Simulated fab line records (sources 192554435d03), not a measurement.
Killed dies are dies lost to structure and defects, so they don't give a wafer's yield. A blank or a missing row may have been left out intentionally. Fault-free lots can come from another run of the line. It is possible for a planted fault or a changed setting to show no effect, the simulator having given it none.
Matching of chambers || flow n5-finfet || N5_HKMG_FIN_ETCH_35 on rie-diel-06 has 4 sister chambers
The step etches SOC in N2/H2, target depth 215.8 nm, time 243.4 s. 20 wafers are shown with their chamber, then 10 later ones without.

== EACH WAFER AND ITS CHAMBER ==
{"wafer": "L076.1", "chamber": 1, "throttle-valve-pct (%)": 17.52, "showerhead-plenum-p-Torr (Torr)": 2.57, "rf-vpp-V (V)": 142.3}
{"wafer": "L076.3", "chamber": 2, "throttle-valve-pct (%)": 17.96, "showerhead-plenum-p-Torr (Torr)": 2.60, "rf-vpp-V (V)": 142.8}
{"wafer": "L076.5", "chamber": 2, "throttle-valve-pct (%)": 17.98, "showerhead-plenum-p-Torr (Torr)": 2.60, "rf-vpp-V (V)": 142.5}
{"wafer": "L078.3", "chamber": 3, "throttle-valve-pct (%)": 17.78, "showerhead-plenum-p-Torr (Torr)": 2.50, "rf-vpp-V (V)": 141.9}
{"wafer": "L078.5", "chamber": 0, "throttle-valve-pct (%)": 18.20, "showerhead-plenum-p-Torr (Torr)": 2.41, "rf-vpp-V (V)": 140.3}
{"wafer": "L078.6", "chamber": 3, "throttle-valve-pct (%)": 17.79, "showerhead-plenum-p-Torr (Torr)": 2.51, "rf-vpp-V (V)": 140.8}
{"wafer": "L084.1", "chamber": 3, "throttle-valve-pct (%)": 17.41, "showerhead-plenum-p-Torr (Torr)": 2.50, "rf-vpp-V (V)": 140.7}
{"wafer": "L084.5", "chamber": 3, "throttle-valve-pct (%)": 17.44, "showerhead-plenum-p-Torr (Torr)": 2.50, "rf-vpp-V (V)": 141.6}
{"wafer": "L084.6", "chamber": 1, "throttle-valve-pct (%)": 17.57, "showerhead-plenum-p-Torr (Torr)": 2.56, "rf-vpp-V (V)": 142.2}
{"wafer": "L085.2", "chamber": 2, "throttle-valve-pct (%)": 18.00, "showerhead-plenum-p-Torr (Torr)": 2.59, "rf-vpp-V (V)": 141.2}
{"wafer": "L085.3", "chamber": 3, "throttle-valve-pct (%)": 17.42, "showerhead-plenum-p-Torr (Torr)": 2.50, "rf-vpp-V (V)": 141.5}
{"wafer": "L085.5", "chamber": 1, "throttle-valve-pct (%)": 17.57, "showerhead-plenum-p-Torr (Torr)": 2.56, "rf-vpp-V (V)": 142.0}
{"wafer": "L086.1", "chamber": 2, "throttle-valve-pct (%)": 18.02, "showerhead-plenum-p-Torr (Torr)": 2.59, "rf-vpp-V (V)": 142.1}
{"wafer": "L086.5", "chamber": 1, "throttle-valve-pct (%)": 17.58, "showerhead-plenum-p-Torr (Torr)": 2.55, "rf-vpp-V (V)": 140.6}
{"wafer": "L086.6", "chamber": 3, "throttle-valve-pct (%)": 17.42, "showerhead-plenum-p-Torr (Torr)": 2.50, "rf-vpp-V (V)": 140.5}
{"wafer": "L088.1", "chamber": 1, "throttle-valve-pct (%)": 17.59, "showerhead-plenum-p-Torr (Torr)": 2.55, "rf-vpp-V (V)": 142.1}
{"wafer": "L088.3", "chamber": 0, "throttle-valve-pct (%)": 17.74, "showerhead-plenum-p-Torr (Torr)": 2.72, "rf-vpp-V (V)": 142.1}
{"wafer": "L088.5", "chamber": 0, "throttle-valve-pct (%)": 17.75, "showerhead-plenum-p-Torr (Torr)": 2.72, "rf-vpp-V (V)": 142.3}
{"wafer": "L091.1", "chamber": 0, "throttle-valve-pct (%)": 17.76, "showerhead-plenum-p-Torr (Torr)": 2.72, "rf-vpp-V (V)": 141.0}
{"wafer": "L091.2", "chamber": 2, "throttle-valve-pct (%)": 18.03, "showerhead-plenum-p-Torr (Torr)": 2.58, "rf-vpp-V (V)": 142.3}

SIGNATURES (averages over the wafers above)
{"reading": "throttle-valve-pct", "chamber 0": 17.8625, "chamber 1": 17.5660, "chamber 2": 17.9980, "chamber 3": 17.5433, "scatter within a chamber": 0.144}
{"reading": "showerhead-plenum-p-Torr", "chamber 0": 2.6425, "chamber 1": 2.5580, "chamber 2": 2.5920, "chamber 3": 2.5017, "scatter within a chamber": 0.0674}
{"reading": "rf-vpp-V", "chamber 0": 141.425, "chamber 1": 141.840, "chamber 2": 142.180, "chamber 3": 141.167, "scatter within a chamber": 0.696}
Rule: a wafer's distance from a chamber is the root of the sum, over the readings, of the square of ((its reading less the chamber's mean) divided by the reading's scatter). If the next closest chamber is less than 2 further off than the closest, the wafer can't be placed; otherwise it belongs to the closest. The scatter is the square root of a quotient: the sum, over the shown wafers, of each reading's squared deviation from its chamber's mean, divided by wafers minus chambers.

== WAFERS MISSING THEIR CHAMBER ==
{"wafer": "L091.5", "throttle-valve-pct (%)": 18.03, "showerhead-plenum-p-Torr (Torr)": 2.58, "rf-vpp-V (V)": 141.9}
{"wafer": "L093.1", "throttle-valve-pct (%)": 18.04, "showerhead-plenum-p-Torr (Torr)": 2.58, "rf-vpp-V (V)": 142.0}
{"wafer": "L093.4", "throttle-valve-pct (%)": 17.78, "showerhead-plenum-p-Torr (Torr)": 2.72, "rf-vpp-V (V)": 144.0}
{"wafer": "L093.5", "throttle-valve-pct (%)": 17.76, "showerhead-plenum-p-Torr (Torr)": 2.72, "rf-vpp-V (V)": 143.7}
{"wafer": "L095.2", "throttle-valve-pct (%)": 17.77, "showerhead-plenum-p-Torr (Torr)": 2.72, "rf-vpp-V (V)": 141.5}
{"wafer": "L095.3", "throttle-valve-pct (%)": 17.61, "showerhead-plenum-p-Torr (Torr)": 2.55, "rf-vpp-V (V)": 140.6}
{"wafer": "L095.4", "throttle-valve-pct (%)": 18.04, "showerhead-plenum-p-Torr (Torr)": 2.58, "rf-vpp-V (V)": 140.6}
{"wafer": "L097.1", "throttle-valve-pct (%)": 17.47, "showerhead-plenum-p-Torr (Torr)": 2.49, "rf-vpp-V (V)": 141.4}
{"wafer": "L097.5", "throttle-valve-pct (%)": 17.62, "showerhead-plenum-p-Torr (Torr)": 2.54, "rf-vpp-V (V)": 142.1}
{"wafer": "L097.6", "throttle-valve-pct (%)": 17.46, "showerhead-plenum-p-Torr (Torr)": 2.49, "rf-vpp-V (V)": 141.7}

== CHAMBER TAKEN BY EACH ==
{"wafer": "L091.5", "from the rows above": "can't be placed: 2 or 0", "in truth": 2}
{"wafer": "L093.1", "from the rows above": "can't be placed: 2 or 0", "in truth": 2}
{"wafer": "L093.4", "from the rows above": "can't be placed: 2 or 0 or 1 or 3", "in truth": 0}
{"wafer": "L093.5", "from the rows above": "can't be placed: 2 or 0 or 1 or 3", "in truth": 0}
{"wafer": "L095.2", "from the rows above": "can't be placed: 0 or 2 or 1", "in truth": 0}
{"wafer": "L095.3", "from the rows above": "can't be placed: 3 or 1 or 0", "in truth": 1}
{"wafer": "L095.4", "from the rows above": "can't be placed: 0 or 2 or 3 or 1", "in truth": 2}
{"wafer": "L097.1", "from the rows above": "can't be placed: 3 or 1", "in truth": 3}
{"wafer": "L097.5", "from the rows above": "can't be placed: 1 or 3 or 0", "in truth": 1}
{"wafer": "L097.6", "from the rows above": "can't be placed: 3 or 1", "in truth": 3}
0 of 10 placed correctly. Cannot be placed on the basis of these rows: 10; the candidates contain the true chamber in 10. 0 placed wrongly.
